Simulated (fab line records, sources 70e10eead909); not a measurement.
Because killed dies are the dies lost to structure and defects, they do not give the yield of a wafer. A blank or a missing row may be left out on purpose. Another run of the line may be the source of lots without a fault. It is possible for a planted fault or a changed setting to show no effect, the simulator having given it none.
fab line records :: flow nandHarc
record:
  lots: 6
  wafers: 18
  lastDay: 23
route steps=1159 shown A_CHANNEL_HOLE_D1@454
lots that met no fault: taken from a fault-free run of the same line
startH: hours from the record's opening day to when the first of the lot's shown wafers began :: waitH: time in hours since the lot's previous step :: " unchanged from the row above :: L1.1+2: one row covering several wafers at once :: - either no value or no given start :: * or withheld: withheld :: < > ~ a bound
route shown NAME@n: names a module that has steps shown in the file, with the first one's number in the route :: usual: mean/standard deviation of fault-free wafers :: same: alike in all rows :: chamber/n: place in a boat :: sites: per-site readings :: _std_site: how widely they spread, as a standard deviation :: _edge_site: the outer-site mean with the inner-site mean subtracted :: radiusMm: how far each site lies from the wafer's centre :: mask NAME#n: copy n :: behind: the most recent tool/chamber to have shaped the wafer :: hold: why the lot was held/for how many hours/how that ended :: device: whichever transistor did not switch (one of n, p or np) :: end of line: at the end of the route, the tests of the same wafers :: for a step that has no rows: nothing shown but its recipe :: killed: dies lost to structure and defects at the first sort, not the wafer's yield :: map: per-die view of a wafer (x killed, . not killed, _ where there is no die)
set.NAME: the setting as run; set.NAME@STEP: as run at that earlier step :: model.NAME: the simulator's own value behind a step, which no gauge read
lots seen at some steps along the route; tables by step, rows by wafer
services: the hour from which a tool's chamber was out of use, counted from the record's first day as startH (under 0 if before that day), plus the number of hours and why
== steps ==
step: NHARC_A_CHANNEL_HOLE_D1_COAT_36
recipe:
  tempC: 260
  timeS: 75
step: NHARC_A_CHANNEL_HOLE_D1_COAT_37
recipe:
  tempC: 225
  timeS: 65
step: NHARC_A_CHANNEL_HOLE_D1_COAT_04
recipe:
  spinRpm: 1500
  resistThkNm: 90
step: NHARC_A_CHANNEL_HOLE_D1_SOFTBAKE_05
recipe:
  tempC: 105
  timeS: 55
step: NHARC_A_CHANNEL_HOLE_D1_EBR_06
step: NHARC_A_CHANNEL_HOLE_D1_EXPOSE_07
recipe:
  na: 1.35
  targetCdNm: 100
  sigmaOuter: 0.3
  doseMj: 59.65
  maskId: HOLE_D1
step: NHARC_A_CHANNEL_HOLE_D1_PEB_08
recipe:
  pebTempC: 100
  pebTimeS: 65
step: NHARC_A_CHANNEL_HOLE_D1_DEVELOP_09
recipe:
  developTimeS: 35
  devTempC: 23
step: NHARC_A_CHANNEL_HOLE_D1_CD_MEAS_10
recipe:
  targetCdNm: 100
  landingEnergyEv: 500
usual:
  cdNm: 100.0/0.43
lot.wafer: L655.1
tool: cdSem-03
chamber: 0
startH: 171.15
waitH: -
cdNm: 100.6

lot.wafer: L655.3
tool: cdSem-03
chamber: 0
startH: 171.15
waitH: -
cdNm: 100.9

lot.wafer: L655.6
tool: cdSem-03
chamber: 0
startH: 171.15
waitH: -
cdNm: 100.4

lot.wafer: L661.1
tool: cdSem-03
chamber: 0
startH: 212.59
waitH: -
cdNm: 99.7

lot.wafer: L661.2
tool: cdSem-03
chamber: 0
startH: 212.59
waitH: -
cdNm: 99.7

lot.wafer: L661.6
tool: cdSem-03
chamber: 0
startH: 212.59
waitH: -
cdNm: 99.6

lot.wafer: L660.2
tool: cdSem-02
chamber: 0
startH: 213.84
waitH: -
cdNm: 99.8

lot.wafer: L660.3
tool: cdSem-02
chamber: 0
startH: 213.84
waitH: -
cdNm: 100.2

lot.wafer: L660.4
tool: cdSem-02
chamber: 0
startH: 213.84
waitH: -
cdNm: 99.9

lot.wafer: L668.1
tool: cdSem-03
chamber: 0
startH: 265.03
waitH: -
cdNm: 99.8

lot.wafer: L668.3
tool: cdSem-03
chamber: 0
startH: 265.03
waitH: -
cdNm: 100.0

lot.wafer: L668.4
tool: cdSem-03
chamber: 0
startH: 265.03
waitH: -
cdNm: 99.3

lot.wafer: L673.2
tool: cdSem-01
chamber: 0
startH: 281.96
waitH: -
cdNm: 100.4

lot.wafer: L673.4
tool: cdSem-01
chamber: 0
startH: 281.96
waitH: -
cdNm: 100.1

lot.wafer: L673.6
tool: cdSem-01
chamber: 0
startH: 281.96
waitH: -
cdNm: 100.4

lot.wafer: L675.2
tool: cdSem-02
chamber: 0
startH: 294.34
waitH: -
cdNm: 99.6

lot.wafer: L675.3
tool: cdSem-02
chamber: 0
startH: 294.34
waitH: -
cdNm: 99.8

lot.wafer: L675.4
tool: cdSem-02
chamber: 0
startH: 294.34
waitH: -
cdNm: 99.4
step: NHARC_A_CHANNEL_HOLE_D1_OVL_MEAS_11
usual:
  overlayXNm: 0.1/0.76
  overlayYNm: 0.0/0.91
lot.wafer: L655.1
tool: overlay-02
chamber: -
startH: 171.25
waitH: -
overlayXNm: -0.6
overlayYNm: -0.1

lot.wafer: L655.3
tool: overlay-02
chamber: -
startH: 171.25
waitH: -
overlayXNm: -1.2
overlayYNm: 0.0

lot.wafer: L655.6
tool: overlay-02
chamber: -
startH: 171.25
waitH: -
overlayXNm: -1.1
overlayYNm: 0.0

lot.wafer: L661.1
tool: overlay-02
chamber: -
startH: 212.68
waitH: -
overlayXNm: 0.3
overlayYNm: 0.4

lot.wafer: L661.2
tool: overlay-02
chamber: -
startH: 212.68
waitH: -
overlayXNm: 1.2
overlayYNm: 0.0

lot.wafer: L661.6
tool: overlay-02
chamber: -
startH: 212.68
waitH: -
overlayXNm: 1.2
overlayYNm: 0.5

lot.wafer: L660.2
tool: overlay-02
chamber: -
startH: 213.92
waitH: -
overlayXNm: 1.7
overlayYNm: 1.8

lot.wafer: L660.3
tool: overlay-02
chamber: -
startH: 213.92
waitH: -
overlayXNm: 1.4
overlayYNm: 2.2

lot.wafer: L660.4
tool: overlay-02
chamber: -
startH: 213.92
waitH: -
overlayXNm: 1.3
overlayYNm: 1.6

lot.wafer: L668.1
tool: overlay-01
chamber: -
startH: 265.12
waitH: -
overlayXNm: -0.7
overlayYNm: 1.3

lot.wafer: L668.3
tool: overlay-01
chamber: -
startH: 265.12
waitH: -
overlayXNm: -0.9
overlayYNm: 1.5

lot.wafer: L668.4
tool: overlay-01
chamber: -
startH: 265.12
waitH: -
overlayXNm: -0.2
overlayYNm: 1.5

lot.wafer: L673.2
tool: overlay-01
chamber: -
startH: 282.05
waitH: -
overlayXNm: 0.2
overlayYNm: 0.6

lot.wafer: L673.4
tool: overlay-01
chamber: -
startH: 282.05
waitH: -
overlayXNm: 0.1
overlayYNm: 0.4

lot.wafer: L673.6
tool: overlay-01
chamber: -
startH: 282.05
waitH: -
overlayXNm: -0.1
overlayYNm: 0.3

lot.wafer: L675.2
tool: overlay-01
chamber: -
startH: 294.42
waitH: -
overlayXNm: 0.4
overlayYNm: -0.5

lot.wafer: L675.3
tool: overlay-01
chamber: -
startH: 294.42
waitH: -
overlayXNm: 0.1
overlayYNm: -0.1

lot.wafer: L675.4
tool: overlay-01
chamber: -
startH: 294.42
waitH: -
overlayXNm: 0.4
overlayYNm: -0.1
step: NHARC_A_CHANNEL_HOLE_D1_INSPECT_12
usual:
  rawDefectCount: 6/3.1
lot.wafer: L655.1
tool: defectInspect-02
chamber: -
startH: 171.29
waitH: 0.0
rawDefectCount: 4

lot.wafer: L655.3
tool: defectInspect-02
chamber: -
startH: 171.29
waitH: 0.0
rawDefectCount: 5

lot.wafer: L655.6
tool: defectInspect-02
chamber: -
startH: 171.29
waitH: 0.0
rawDefectCount: 1

lot.wafer: L661.1
tool: defectInspect-02
chamber: -
startH: 212.72
waitH: 0.0
rawDefectCount: 20

lot.wafer: L661.2
tool: defectInspect-02
chamber: -
startH: 212.72
waitH: 0.0
rawDefectCount: 6

lot.wafer: L661.6
tool: defectInspect-02
chamber: -
startH: 212.72
waitH: 0.0
rawDefectCount: 9

lot.wafer: L660.2
tool: defectInspect-02
chamber: -
startH: 213.96
waitH: 0.0
rawDefectCount: 3

lot.wafer: L660.3
tool: defectInspect-02
chamber: -
startH: 213.96
waitH: 0.0
rawDefectCount: 8

lot.wafer: L660.4
tool: defectInspect-02
chamber: -
startH: 213.96
waitH: 0.0
rawDefectCount: 7

lot.wafer: L668.1
tool: defectInspect-02
chamber: -
startH: 265.16
waitH: 0.0
rawDefectCount: 5

lot.wafer: L668.3
tool: defectInspect-02
chamber: -
startH: 265.16
waitH: 0.0
rawDefectCount: 2

lot.wafer: L668.4
tool: defectInspect-02
chamber: -
startH: 265.16
waitH: 0.0
rawDefectCount: 6

lot.wafer: L673.2
tool: defectInspect-02
chamber: -
startH: 282.08
waitH: 0.0
rawDefectCount: 5

lot.wafer: L673.4
tool: defectInspect-02
chamber: -
startH: 282.08
waitH: 0.0
rawDefectCount: 6

lot.wafer: L673.6
tool: defectInspect-02
chamber: -
startH: 282.08
waitH: 0.0
rawDefectCount: 4

lot.wafer: L675.2
tool: defectInspect-02
chamber: -
startH: 294.46
waitH: 0.0
rawDefectCount: 2

lot.wafer: L675.3
tool: defectInspect-02
chamber: -
startH: 294.46
waitH: 0.0
rawDefectCount: 5

lot.wafer: L675.4
tool: defectInspect-02
chamber: -
startH: 294.46
waitH: 0.0
rawDefectCount: 6
step: NHARC_A_CHANNEL_HOLE_D1_DESCUM_15
recipe:
  timeS: 3
  o2FlowSccm: 200
  arFlowSccm: 0
  biasPowerW: 0
  chemistry: O2
usual:
  chamberPressureMTorr: 60.00/0.056
  drypumpMotorCurrentA: 5.7/0.58
  oesProductAu: 1.000/0.0067
  rfVppV: 57.7/0.95
  showerheadPlenumPTorr: 1.89/0.073
  throttleValvePct: 11.312/0.0088
same:
  timeS: 3
lot.wafer: L655.3
tool: rieDiel-02
chamber: 2
startH: 171.36
waitH: 0.1
chamberPressureMTorr: 59.90
drypumpMotorCurrentA: 5.9
oesProductAu: 0.997
rfHoursCounterH: 2
rfVppV: 57.4
showerheadPlenumPTorr: 1.97
throttleValvePct: 11.325

lot.wafer: L655.1
tool: rieDiel-02
chamber: 3
startH: 171.36
waitH: 0.1
chamberPressureMTorr: 59.91
drypumpMotorCurrentA: 5.2
oesProductAu: 1.010
rfHoursCounterH: 2
rfVppV: 57.4
showerheadPlenumPTorr: 1.81
throttleValvePct: 11.318

lot.wafer: L655.6
tool: rieDiel-02
chamber: 2
startH: 171.36
waitH: 0.1
chamberPressureMTorr: 60.04
drypumpMotorCurrentA: 5.9
oesProductAu: 1.008
rfHoursCounterH: -
rfVppV: 58.7
showerheadPlenumPTorr: 1.97
throttleValvePct: 11.302

lot.wafer: L661.1
tool: rieDiel-10
chamber: 0
startH: 212.78
waitH: 0.1
chamberPressureMTorr: 60.05
drypumpMotorCurrentA: 5.5
oesProductAu: 0.992
rfHoursCounterH: 2
rfVppV: 56.6
showerheadPlenumPTorr: 1.96
throttleValvePct: 11.332

lot.wafer: L661.2
tool: rieDiel-10
chamber: 1
startH: 212.78
waitH: 0.1
chamberPressureMTorr: 59.89
drypumpMotorCurrentA: 4.8
oesProductAu: 1.006
rfHoursCounterH: 2
rfVppV: 55.9
showerheadPlenumPTorr: 1.80
throttleValvePct: 11.315

lot.wafer: L661.6
tool: rieDiel-10
chamber: 1
startH: 212.78
waitH: 0.1
chamberPressureMTorr: 59.99
drypumpMotorCurrentA: 4.8
oesProductAu: 0.996
rfHoursCounterH: -
rfVppV: 58.6
showerheadPlenumPTorr: 1.80
throttleValvePct: 11.301

lot.wafer: L660.4
tool: rieDiel-10
chamber: 1
startH: 214.02
waitH: 0.1
chamberPressureMTorr: 60.06
drypumpMotorCurrentA: 4.8
oesProductAu: 0.995
rfHoursCounterH: 2
rfVppV: 57.3
showerheadPlenumPTorr: 1.80
throttleValvePct: 11.317

lot.wafer: L660.3
tool: rieDiel-10
chamber: 2
startH: 214.02
waitH: 0.1
chamberPressureMTorr: 59.92
drypumpMotorCurrentA: 5.8
oesProductAu: 1.010
rfHoursCounterH: 2
rfVppV: 57.1
showerheadPlenumPTorr: 1.80
throttleValvePct: 11.312

lot.wafer: L660.2
tool: rieDiel-10
chamber: 0
startH: 214.02
waitH: 0.1
chamberPressureMTorr: 60.01
drypumpMotorCurrentA: 5.5
oesProductAu: 1.001
rfHoursCounterH: 2
rfVppV: 58.6
showerheadPlenumPTorr: 1.96
throttleValvePct: 11.304

lot.wafer: L668.3
tool: rieDiel-01
chamber: 1
startH: 265.22
waitH: 0.1
chamberPressureMTorr: 59.97
drypumpMotorCurrentA: 6.0
oesProductAu: 0.998
rfHoursCounterH: 7
rfVppV: 56.5
showerheadPlenumPTorr: 1.87
throttleValvePct: 11.307

lot.wafer: L668.4
tool: rieDiel-01
chamber: 3
startH: 265.22
waitH: 0.1
chamberPressureMTorr: 59.97
drypumpMotorCurrentA: 5.2
oesProductAu: 0.995
rfHoursCounterH: 8
rfVppV: 56.6
showerheadPlenumPTorr: 1.93
throttleValvePct: 11.314

lot.wafer: L668.1
tool: rieDiel-01
chamber: 0
startH: 265.22
waitH: 0.1
chamberPressureMTorr: 60.09
drypumpMotorCurrentA: 6.7
oesProductAu: 0.994
rfHoursCounterH: 8
rfVppV: 55.7
showerheadPlenumPTorr: 2.03
throttleValvePct: 11.307

lot.wafer: L673.2
tool: rieDiel-01
chamber: 3
startH: 282.14
waitH: 0.1
chamberPressureMTorr: 60.09
drypumpMotorCurrentA: 5.2
oesProductAu: 0.995
rfHoursCounterH: 11
rfVppV: 58.9
showerheadPlenumPTorr: 1.93
throttleValvePct: 11.320

lot.wafer: L673.4
tool: rieDiel-01
chamber: 2
startH: 282.14
waitH: 0.1
chamberPressureMTorr: 60.07
drypumpMotorCurrentA: 6.8
oesProductAu: 1.007
rfHoursCounterH: 10
rfVppV: 58.8
showerheadPlenumPTorr: 1.90
throttleValvePct: 11.312

lot.wafer: L673.6
tool: rieDiel-01
chamber: 0
startH: 282.14
waitH: 0.1
chamberPressureMTorr: 60.05
drypumpMotorCurrentA: 6.7
oesProductAu: 1.002
rfHoursCounterH: -
rfVppV: 59.0
showerheadPlenumPTorr: 2.03
throttleValvePct: 11.308

lot.wafer: L675.3
tool: rieDiel-10
chamber: 3
startH: 294.52
waitH: 0.1
chamberPressureMTorr: 59.96
drypumpMotorCurrentA: 5.2
oesProductAu: 1.007
rfHoursCounterH: 5
rfVppV: 57.2
showerheadPlenumPTorr: 1.80
throttleValvePct: 11.312

lot.wafer: L675.2
tool: rieDiel-10
chamber: 0
startH: 294.52
waitH: 0.1
chamberPressureMTorr: 60.06
drypumpMotorCurrentA: 5.5
oesProductAu: 0.989
rfHoursCounterH: 6
rfVppV: 59.1
showerheadPlenumPTorr: 1.96
throttleValvePct: 11.326

lot.wafer: L675.4
tool: rieDiel-10
chamber: 2
startH: 294.52
waitH: 0.1
chamberPressureMTorr: 60.02
drypumpMotorCurrentA: 5.8
oesProductAu: 1.004
rfHoursCounterH: 7
rfVppV: 57.2
showerheadPlenumPTorr: 1.80
throttleValvePct: 11.313
step: NHARC_A_CHANNEL_HOLE_D1_ETCH_38
recipe:
  targetDepthA: 390
  overEtchFrac: 0.3
  timeS: 65
  ionEnergyEv: 80
  cf4FlowSccm: 150
  arFlowSccm: 0
  rfW: 300
  biasW: 100
  chemistry: CF4
usual:
  chamberPressureMTorr: 50.00/0.045
  drypumpMotorCurrentA: 5.6/0.58
  oesProductAu: 0.999/0.0064
  rfFwdPowerW: 297.0/0.96
  rfVppV: 151.0/1.1
  showerheadPlenumPTorr: 1.75/0.063
  throttleValvePct: 13.283/0.0093
same:
  overEtchFrac: 0.3
  timeS: 65
lot.wafer: L655.1
tool: rieDiel-02
chamber: 1
startH: 171.45
waitH: 0.1
chamberPressureMTorr: 50.04
drypumpMotorCurrentA: 5.5
oesProductAu: 0.985
rfFwdPowerW: 296.5
rfHoursCounterH: 1
rfVppV: 151.4
showerheadPlenumPTorr: 1.77
throttleValvePct: 13.293

lot.wafer: L655.3
tool: rieDiel-02
chamber: 2
startH: 171.45
waitH: 0.1
chamberPressureMTorr: 50.05
drypumpMotorCurrentA: 5.9
oesProductAu: 1.001
rfFwdPowerW: 295.2
rfHoursCounterH: 2
rfVppV: 152.0
showerheadPlenumPTorr: 1.81
throttleValvePct: 13.295

lot.wafer: L655.6
tool: rieDiel-02
chamber: 0
startH: 171.45
waitH: 0.1
chamberPressureMTorr: 50.08
drypumpMotorCurrentA: 5.8
oesProductAu: 1.002
rfFwdPowerW: 296.9
rfHoursCounterH: -
rfVppV: 151.5
showerheadPlenumPTorr: 1.76
throttleValvePct: 13.269

lot.wafer: L661.2
tool: rieDiel-10
chamber: 0
startH: 212.87
waitH: 0.1
chamberPressureMTorr: 49.97
drypumpMotorCurrentA: 5.5
oesProductAu: 0.832
rfFwdPowerW: 297.0
rfHoursCounterH: 2
rfVppV: 151.1
showerheadPlenumPTorr: 1.81
throttleValvePct: 13.286

lot.wafer: L661.1
tool: rieDiel-10
chamber: 2
startH: 212.87
waitH: 0.1
chamberPressureMTorr: 50.07
drypumpMotorCurrentA: 5.7
oesProductAu: 0.994
rfFwdPowerW: 295.8
rfHoursCounterH: 2
rfVppV: 150.5
showerheadPlenumPTorr: 1.67
throttleValvePct: 13.281

lot.wafer: L661.6
tool: rieDiel-10
chamber: 1
startH: 212.87
waitH: 0.1
chamberPressureMTorr: 50.12
drypumpMotorCurrentA: 4.8
oesProductAu: 0.993
rfFwdPowerW: 297.0
rfHoursCounterH: -
rfVppV: 149.7
showerheadPlenumPTorr: 1.67
throttleValvePct: 13.289

lot.wafer: L660.4
tool: rieDiel-10
chamber: 2
startH: 214.10
waitH: 0.1
chamberPressureMTorr: 50.03
drypumpMotorCurrentA: 5.7
oesProductAu: 0.983
rfFwdPowerW: 296.4
rfHoursCounterH: 2
rfVppV: 150.4
showerheadPlenumPTorr: 1.67
throttleValvePct: 13.287

lot.wafer: L660.3
tool: rieDiel-10
chamber: 3
startH: 214.10
waitH: 0.1
chamberPressureMTorr: 50.01
drypumpMotorCurrentA: 5.2
oesProductAu: 0.989
rfFwdPowerW: 295.1
rfHoursCounterH: 2
rfVppV: 150.1
showerheadPlenumPTorr: 1.67
throttleValvePct: 13.283

lot.wafer: L660.2
tool: rieDiel-10
chamber: 0
startH: 214.10
waitH: 0.1
chamberPressureMTorr: 50.03
drypumpMotorCurrentA: 5.5
oesProductAu: 0.830
rfFwdPowerW: 297.0
rfHoursCounterH: 2
rfVppV: 150.9
showerheadPlenumPTorr: 1.81
throttleValvePct: 13.288

lot.wafer: L668.3
tool: rieDiel-01
chamber: 0
startH: 265.30
waitH: 0.1
chamberPressureMTorr: 49.99
drypumpMotorCurrentA: 6.7
oesProductAu: 1.005
rfFwdPowerW: 298.2
rfHoursCounterH: 8
rfVppV: 152.6
showerheadPlenumPTorr: 1.87
throttleValvePct: 13.277

lot.wafer: L668.4
tool: rieDiel-01
chamber: 1
startH: 265.30
waitH: 0.1
chamberPressureMTorr: 50.02
drypumpMotorCurrentA: 6.0
oesProductAu: 1.008
rfFwdPowerW: 297.0
rfHoursCounterH: 7
rfVppV: 150.0
showerheadPlenumPTorr: 1.73
throttleValvePct: 13.269

lot.wafer: L668.1
tool: rieDiel-01
chamber: 2
startH: 265.30
waitH: 0.1
chamberPressureMTorr: 50.01
drypumpMotorCurrentA: 6.8
oesProductAu: 0.993
rfFwdPowerW: 296.4
rfHoursCounterH: 7
rfVppV: 150.8
showerheadPlenumPTorr: 1.76
throttleValvePct: 13.289

lot.wafer: L673.4
tool: rieDiel-01
chamber: 2
startH: 282.23
waitH: 0.1
chamberPressureMTorr: 49.97
drypumpMotorCurrentA: 6.7
oesProductAu: 1.000
rfFwdPowerW: 296.5
rfHoursCounterH: 10
rfVppV: 152.5
showerheadPlenumPTorr: 1.76
throttleValvePct: 13.294

lot.wafer: L673.2
tool: rieDiel-01
chamber: 3
startH: 282.23
waitH: 0.1
chamberPressureMTorr: 49.96
drypumpMotorCurrentA: 5.2
oesProductAu: 0.992
rfFwdPowerW: 297.3
rfHoursCounterH: 11
rfVppV: 152.2
showerheadPlenumPTorr: 1.78
throttleValvePct: 13.274

lot.wafer: L673.6
tool: rieDiel-01
chamber: 3
startH: 282.23
waitH: 0.1
chamberPressureMTorr: 50.05
drypumpMotorCurrentA: 5.2
oesProductAu: 0.995
rfFwdPowerW: 296.7
rfHoursCounterH: -
rfVppV: 151.4
showerheadPlenumPTorr: 1.78
throttleValvePct: 13.279

lot.wafer: L675.4
tool: rieDiel-10
chamber: 3
startH: 294.61
waitH: 0.1
chamberPressureMTorr: 49.99
drypumpMotorCurrentA: 5.2
oesProductAu: 1.002
rfFwdPowerW: 298.1
rfHoursCounterH: 5
rfVppV: 148.3
showerheadPlenumPTorr: 1.67
throttleValvePct: 13.285

lot.wafer: L675.3
tool: rieDiel-10
chamber: 0
startH: 294.61
waitH: 0.1
chamberPressureMTorr: 49.98
drypumpMotorCurrentA: 5.5
oesProductAu: 1.002
rfFwdPowerW: 296.8
rfHoursCounterH: 6
rfVppV: 151.2
showerheadPlenumPTorr: 1.81
throttleValvePct: 13.275

lot.wafer: L675.2
tool: rieDiel-10
chamber: 1
startH: 294.61
waitH: 0.1
chamberPressureMTorr: 50.00
drypumpMotorCurrentA: 4.8
oesProductAu: 0.997
rfFwdPowerW: 297.7
rfHoursCounterH: 7
rfVppV: 150.3
showerheadPlenumPTorr: 1.67
throttleValvePct: 13.284
step: NHARC_A_CHANNEL_HOLE_D1_ETCH_39
recipe:
  targetDepthA: 2600
  overEtchFrac: 0.3
  timeS: 325
  ionEnergyEv: 200
  n2FlowSccm: 150
  h2FlowSccm: 150
  arFlowSccm: 0
  rfW: 400
  biasW: 150
  chemistry: N2/H2
usual:
  chamberPressureMTorr: 30.000/0.028
  drypumpMotorCurrentA: 5.7/0.57
  oesProductAu: 1.000/0.0074
  rfFwdPowerW: 399.1/1.3
  rfVppV: 429.6/2.3
  showerheadPlenumPTorr: 2.01/0.081
  throttleValvePct: 14.171/0.0081
same:
  overEtchFrac: 0.3
  timeS: 325
lot.wafer: L655.1
tool: rieDiel-02
chamber: 2
startH: -
waitH: -
chamberPressureMTorr: 29.945
drypumpMotorCurrentA: 5.8
oesProductAu: 1.002
rfFwdPowerW: 400.7
rfHoursCounterH: 2
rfVppV: 432.1
showerheadPlenumPTorr: 2.10
throttleValvePct: 14.173

lot.wafer: L655.3
tool: rieDiel-02
chamber: 1
startH: -
waitH: -
chamberPressureMTorr: 29.960
drypumpMotorCurrentA: 5.5
oesProductAu: 1.007
rfFwdPowerW: 400.2
rfHoursCounterH: 1
rfVppV: 429.9
showerheadPlenumPTorr: 2.04
throttleValvePct: 14.161

lot.wafer: L655.6
tool: rieDiel-02
chamber: 2
startH: -
waitH: -
chamberPressureMTorr: 30.006
drypumpMotorCurrentA: 5.8
oesProductAu: 0.991
rfFwdPowerW: 399.0
rfHoursCounterH: -
rfVppV: 431.9
showerheadPlenumPTorr: 2.10
throttleValvePct: 14.168

lot.wafer: L661.1
tool: rieDiel-10
chamber: 2
startH: -
waitH: -
chamberPressureMTorr: 30.027
drypumpMotorCurrentA: 5.8
oesProductAu: 1.000
rfFwdPowerW: 400.0
rfHoursCounterH: 2
rfVppV: 428.2
showerheadPlenumPTorr: 1.91
throttleValvePct: 14.170

lot.wafer: L661.2
tool: rieDiel-10
chamber: 3
startH: -
waitH: -
chamberPressureMTorr: 30.006
drypumpMotorCurrentA: 5.2
oesProductAu: 1.005
rfFwdPowerW: 398.7
rfHoursCounterH: 2
rfVppV: 427.2
showerheadPlenumPTorr: 1.91
throttleValvePct: 14.177

lot.wafer: L661.6
tool: rieDiel-10
chamber: 3
startH: -
waitH: -
chamberPressureMTorr: 29.949
drypumpMotorCurrentA: 5.2
oesProductAu: 0.995
rfFwdPowerW: 398.4
rfHoursCounterH: -
rfVppV: 427.3
showerheadPlenumPTorr: 1.91
throttleValvePct: 14.185

lot.wafer: L660.2
tool: rieDiel-10
chamber: 2
startH: -
waitH: -
chamberPressureMTorr: 30.006
drypumpMotorCurrentA: 5.7
oesProductAu: 1.001
rfFwdPowerW: 399.3
rfHoursCounterH: 2
rfVppV: 426.3
showerheadPlenumPTorr: 1.91
throttleValvePct: 14.171

lot.wafer: L660.4
tool: rieDiel-10
chamber: 3
startH: -
waitH: -
chamberPressureMTorr: 30.013
drypumpMotorCurrentA: 5.2
oesProductAu: 0.989
rfFwdPowerW: 399.7
rfHoursCounterH: 2
rfVppV: 426.7
showerheadPlenumPTorr: 1.91
throttleValvePct: 14.172

lot.wafer: L660.3
tool: rieDiel-10
chamber: 0
startH: -
waitH: -
chamberPressureMTorr: 30.035
drypumpMotorCurrentA: 5.5
oesProductAu: 0.994
rfFwdPowerW: 399.2
rfHoursCounterH: 2
rfVppV: 430.8
showerheadPlenumPTorr: 2.09
throttleValvePct: 14.174

lot.wafer: L668.4
tool: rieDiel-01
chamber: 1
startH: -
waitH: -
chamberPressureMTorr: 30.016
drypumpMotorCurrentA: 6.0
oesProductAu: 0.999
rfFwdPowerW: 400.0
rfHoursCounterH: 7
rfVppV: 429.1
showerheadPlenumPTorr: 2.00
throttleValvePct: 14.171

lot.wafer: L668.3
tool: rieDiel-01
chamber: 3
startH: -
waitH: -
chamberPressureMTorr: 30.023
drypumpMotorCurrentA: 5.2
oesProductAu: 0.986
rfFwdPowerW: 398.9
rfHoursCounterH: 8
rfVppV: 430.4
showerheadPlenumPTorr: 2.06
throttleValvePct: 14.166

lot.wafer: L668.1
tool: rieDiel-01
chamber: 0
startH: -
waitH: -
chamberPressureMTorr: 30.020
drypumpMotorCurrentA: 6.7
oesProductAu: 0.992
rfFwdPowerW: 398.2
rfHoursCounterH: 8
rfVppV: 435.0
showerheadPlenumPTorr: 2.17
throttleValvePct: 14.174

lot.wafer: L673.2
tool: rieDiel-01
chamber: 2
startH: -
waitH: -
chamberPressureMTorr: 29.963
drypumpMotorCurrentA: 6.7
oesProductAu: 0.995
rfFwdPowerW: 399.7
rfHoursCounterH: 10
rfVppV: 429.5
showerheadPlenumPTorr: 2.03
throttleValvePct: 14.187

lot.wafer: L673.4
tool: rieDiel-01
chamber: 3
startH: -
waitH: -
chamberPressureMTorr: 30.038
drypumpMotorCurrentA: 5.2
oesProductAu: 1.003
rfFwdPowerW: 399.2
rfHoursCounterH: 11
rfVppV: 431.7
showerheadPlenumPTorr: 2.06
throttleValvePct: 14.176

lot.wafer: L673.6
tool: rieDiel-01
chamber: 2
startH: -
waitH: -
chamberPressureMTorr: 30.004
drypumpMotorCurrentA: 6.7
oesProductAu: 1.009
rfFwdPowerW: 400.0
rfHoursCounterH: -
rfVppV: 428.3
showerheadPlenumPTorr: 2.03
throttleValvePct: 14.168

lot.wafer: L675.3
tool: rieDiel-10
chamber: 3
startH: -
waitH: -
chamberPressureMTorr: 29.986
drypumpMotorCurrentA: 5.2
oesProductAu: 0.988
rfFwdPowerW: 400.3
rfHoursCounterH: 5
rfVppV: 426.7
showerheadPlenumPTorr: 1.91
throttleValvePct: 14.169

lot.wafer: L675.2
tool: rieDiel-10
chamber: 0
startH: -
waitH: -
chamberPressureMTorr: 29.965
drypumpMotorCurrentA: 5.5
oesProductAu: 0.995
rfFwdPowerW: 400.9
rfHoursCounterH: 6
rfVppV: 430.4
showerheadPlenumPTorr: 2.09
throttleValvePct: 14.178

lot.wafer: L675.4
tool: rieDiel-10
chamber: 2
startH: -
waitH: -
chamberPressureMTorr: 29.964
drypumpMotorCurrentA: 5.7
oesProductAu: 1.001
rfFwdPowerW: 399.2
rfHoursCounterH: 7
rfVppV: 426.7
showerheadPlenumPTorr: 1.91
throttleValvePct: 14.169
== services ==
tool: rieDiel-02
chamber: -
startH: 150.70
hours: 9.0
kind: pm

tool: rieDiel-10
chamber: 0
startH: 155.50
hours: -
kind: clean

tool: rieDiel-10
chamber: 1
startH: 155.50
hours: -
kind: clean

tool: rieDiel-10
chamber: 2
startH: 155.50
hours: -
kind: clean

tool: rieDiel-10
chamber: 3
startH: 155.50
hours: -
kind: clean

tool: rieDiel-10
chamber: -
startH: 176.50
hours: 9.0
kind: pm

tool: rieDiel-10
chamber: 0
startH: 176.50
hours: 9.0
kind: ventCycle

tool: rieDiel-10
chamber: 1
startH: 176.50
hours: 9.0
kind: ventCycle

tool: rieDiel-10
chamber: 2
startH: 176.50
hours: 9.0
kind: ventCycle

tool: rieDiel-10
chamber: 3
startH: 176.50
hours: 9.0
kind: ventCycle

tool: rieDiel-10
chamber: 0
startH: 185.50
hours: -
kind: clean

tool: rieDiel-10
chamber: 1
startH: 185.50
hours: -
kind: clean

tool: rieDiel-10
chamber: 2
startH: 185.50
hours: -
kind: clean

tool: rieDiel-10
chamber: 3
startH: 185.50
hours: -
kind: clean

tool: rieDiel-10
chamber: 0
startH: 210.00
hours: -
kind: clean

tool: rieDiel-10
chamber: 1
startH: 210.00
hours: -
kind: clean

tool: rieDiel-10
chamber: 2
startH: 210.00
hours: -
kind: clean

tool: rieDiel-10
chamber: 3
startH: 210.00
hours: -
kind: clean

tool: rieDiel-10
chamber: 0
startH: 234.50
hours: -
kind: clean

tool: rieDiel-10
chamber: 1
startH: 234.50
hours: -
kind: clean

tool: rieDiel-10
chamber: 2
startH: 234.50
hours: -
kind: clean

tool: rieDiel-10
chamber: 3
startH: 234.50
hours: -
kind: clean

tool: rieDiel-02
chamber: 2
startH: 259.86
hours: 31.5
kind: repair

tool: rieDiel-10
chamber: 3
startH: 262.31
hours: 4.8
kind: repair
== key ==
firstSign:
  step: NHARC_A_CHANNEL_HOLE_D1_ETCH_38
  reading: oesProductAu
  direction: down
  sigmas: 26
  usual: 0.999
  struck: 0.831
effect none on later readings
metAt NHARC_A_CHANNEL_HOLE_D1_ETCH_38
struckWafers L660.2,L661.2
sortLeftOut L660.2,L661.2
testerLeftOut L660,L661
fault:
  kind: processParameterDrift
  tool: rieDiel-10
  chamber: 0
  onsetH: 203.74
  steps: NHARC_A_CHANNEL_HOLE_D1_ETCH_38
  channel: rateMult
  offset: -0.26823
  shape: step
  endH: 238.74
testerLeftOut: of these lots the tester's yield and bins aren't shown, on N5 and GAA mostly nor the transistor test; their killed dies are dies lost to structure and defects alone, not to doping, threshold or leakage, so they don't give the yield
sortLeftOut: the simulated sort isn't trusted on such a fault, so these wafers' sort isn't shown, and their yield isn't known
